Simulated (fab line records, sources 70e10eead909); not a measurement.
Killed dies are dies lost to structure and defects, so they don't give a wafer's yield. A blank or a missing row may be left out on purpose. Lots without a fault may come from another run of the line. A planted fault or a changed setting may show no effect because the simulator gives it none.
Which tool did it? | flow nand_harc | 7 lots, 21 wafers sampled, at 2 steps of a route of 1302

WHAT THE GAUGES READ, wafer by wafer
NHARC_THIN_TSV_CD_MEAS_12: target cd 1000 nm.
lot  | measured     | on        | cd_nm (nm)
L385 | day 24 04:19 | cd_sem-02 | 999.8 1001.1 999.4
L388 | day 24 15:16 | cd_sem-03 | 998.8 999.8 1001.1
L390 | day 26 17:45 | cd_sem-01 | 1000.8 1001.3 1001.4
L397 | day 27 20:38 | cd_sem-01 | 1002.1 1000.4 1000.5
L399 | day 29 22:02 | cd_sem-03 | 999.9 998.0 1000.1
L406 | day 32 05:00 | cd_sem-02 | 1000.5 1001.0 1000.4
L408 | day 33 13:02 | cd_sem-03 | 998.6 1001.4 1000.5

WHICH TOOL RAN EACH LOT (tool, then ch and the chambers of the sampled wafers, then the start)
lot  | NHARC_A_BLC_ETCH_18
L385 | rie_diel-11 ch 0,1,3, day 23 03:35
L388 | rie_diel-10 ch 0,1,3, day 23 12:45
L390 | rie_diel-10 ch 1,2,3, day 25 13:56
L397 | rie_diel-10 ch 1,2,3, day 26 17:57
L399 | rie_diel-10 ch 0,2,3, day 28 18:58
L406 | rie_diel-06 ch 0,2,3, day 30 23:13
L408 | rie_diel-10 ch 0,1,3, day 32 11:20
- NHARC_A_BLC_ETCH_18: etches the open film in C4F8/O2/Ar, target depth 910 nm.

THE ANSWER, worked out from the rows above alone
Rule: what is usual is taken from the lots themselves. Put in order of their means at a reading, lots are off if they are a third of the lots or fewer, leave a main group of 4 or more, and stand apart from it by a gap of 3 or more times the standard deviation of the main group's means; of several such gaps the widest counts. A main group whose means are all the same, to the digits that the tables above print for the reading, isn't used. A lot without any number at a reading at which 4 lots or more have one is off too. The other lots that the step has rows for count as sound.
No lot is off at any reading shown: from this, nothing can be told.

WHAT THE SIMULATOR HAD PUT IN
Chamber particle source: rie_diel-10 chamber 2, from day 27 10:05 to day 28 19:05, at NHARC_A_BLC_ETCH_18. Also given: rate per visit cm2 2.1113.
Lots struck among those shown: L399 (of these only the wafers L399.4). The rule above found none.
